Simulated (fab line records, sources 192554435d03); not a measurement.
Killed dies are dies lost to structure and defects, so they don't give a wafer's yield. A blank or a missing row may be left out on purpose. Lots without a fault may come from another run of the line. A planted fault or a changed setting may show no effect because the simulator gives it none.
Split-lot experiment | flow n5_finfet | 7 lots, 39 wafers read, on a route of 1938 steps

THE SPLIT
At N5_DUMMY_GATE_ETCH_37 (etches SOC in N2/H2, target depth 60 nm, overetch 30 nm), the setting source_w was moved away from the recipe's 840 W on 18 of the 39 wafers read, by -17.5% to +12.6%. The other wafers ran this setting at the recipe's value.

The reading is taken at the split's own step.

THE READING
rf_vpp_V, in V, at N5_DUMMY_GATE_ETCH_37 (etches SOC in N2/H2, target depth 60 nm, overetch 30 nm). Fault-free wafers of this fab line usually give 523.2 V, standard deviation 2.4 V.

wafer  | tool, chamber at the split | source_w as run, W | against the recipe | rf_vpp_V, V | against lot-mates on the recipe
L076.1 | rie_diel-04, 1             | 692.6              | -17.5%             | 553.2       | +29.1
L076.2 | rie_diel-04, 2             | 840                | recipe             | 527.7       | -
L076.3 | rie_diel-04, 0             | 840                | recipe             | 523.5       | -
L076.4 | rie_diel-04, 3             | 692.6              | -17.5%             | 558.1       | +34.0
L076.5 | rie_diel-04, 0             | 692.6              | -17.5%             | 558.1       | +34.0
L076.6 | rie_diel-04, 1             | 840                | recipe             | 521.0       | -
L077.1 | rie_diel-02, 2             | 759.2              | -9.6%              | 541.1       | +17.0
L077.2 | rie_diel-02, 3             | 840                | recipe             | 523.2       | -
L077.3 | rie_diel-02, 1             | 759.2              | -9.6%              | 539.3       | +15.2
L077.4 | rie_diel-02, 0             | 840                | recipe             | 526.1       | -
L077.5 | rie_diel-02, 2             | 759.2              | -9.6%              | 540.5       | +16.4
L077.6 | rie_diel-02, 3             | 840                | recipe             | 523.0       | -
L085.1 | rie_diel-02, 3             | 892                | +6.2%              | 513.8       | -7.7
L085.2 | rie_diel-02, 0             | 892                | +6.2%              | 515.4       | -6.1
L085.3 | rie_diel-02, 2             | 840                | recipe             | 523.9       | -
L085.4 | rie_diel-02, 1             | 840                | recipe             | 520.5       | -
L085.5 | rie_diel-02, 0             | 892                | +6.2%              | 515.3       | -6.2
L085.6 | rie_diel-02, 1             | 840                | recipe             | 520.2       | -
L086.1 | rie_diel-02, 0             | 946                | +12.6%             | 505.4       | -17.6
L086.2 | rie_diel-02, 2             | 840                | recipe             | 522.3       | -
L086.3 | rie_diel-02, 1             | 840                | recipe             | 520.4       | -
L086.4 | rie_diel-02, 3             | 946                | +12.6%             | 503.7       | -19.3
L086.5 | rie_diel-02, 1             | 946                | +12.6%             | 501.3       | -21.7
L086.6 | rie_diel-02, 0             | 840                | recipe             | 526.3       | -
L091.1 | rie_diel-02, 3             | 776.6              | -7.5%              | 537.0       | +15.5
L091.2 | rie_diel-02, 1             | 840                | recipe             | 520.2       | -
L091.3 | rie_diel-02, 0             | 776.6              | -7.5%              | 540.3       | +18.8
L091.4 | rie_diel-02, 2             | 840                | recipe             | 524.0       | -
L091.5 | rie_diel-02, 0             | 776.6              | -7.5%              | 539.3       | +17.8
L091.6 | rie_diel-02, 1             | 840                | recipe             | 520.3       | -
L094.1 | rie_diel-04, 0             | 840                | recipe             | 523.9       | -
L094.2 | rie_diel-04, 1             | 840                | recipe             | 520.7       | -
L094.5 | rie_diel-04, 1             | 840                | recipe             | 520.3       | -
L095.1 | rie_diel-04, 0             | 840                | recipe             | 522.9       | -
L095.2 | rie_diel-04, 2             | 840                | recipe             | 525.2       | -
L095.3 | rie_diel-04, 1             | 902.1              | +7.4%              | 507.3       | -15.5
L095.4 | rie_diel-04, 0             | 902.1              | +7.4%              | 509.9       | -12.9
L095.5 | rie_diel-04, 1             | 840                | recipe             | 520.2       | -
L095.6 | rie_diel-04, 2             | 902.1              | +7.4%              | 514.4       | -8.4

THE FIT
A straight line over all 39 wafers: rf_vpp_V changes by -1.77 V for each +1% of source_w; r = -0.98; the points scatter about the line by 2.5 V.
The same after taking each lot's own level away (the mean of its wafers on the recipe; 39 wafers): -1.73 V for each +1%; r = -0.98; scatter 2.6 V.
On that fit, the largest move of source_w shifts the reading by 30 V.
The lots' own levels span 521.50 to 524.10 V, that is 1.1 times the standard deviation above.
So the lot-to-lot level changes the slope little: the two slopes agree.
Check: with one of the wafers moved furthest among these (-17.5%) left out of the fit, the line predicts +31.7 V for it against its lot-mates. It came out at +29.1 V against them.
Tool readings at the split's step, against how far the setting was moved: rf_vpp_V r = -0.98.

THE FILE'S OWN FIT
rf_vpp_V changes by -1.74 V for each +1% of source_w, r = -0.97.
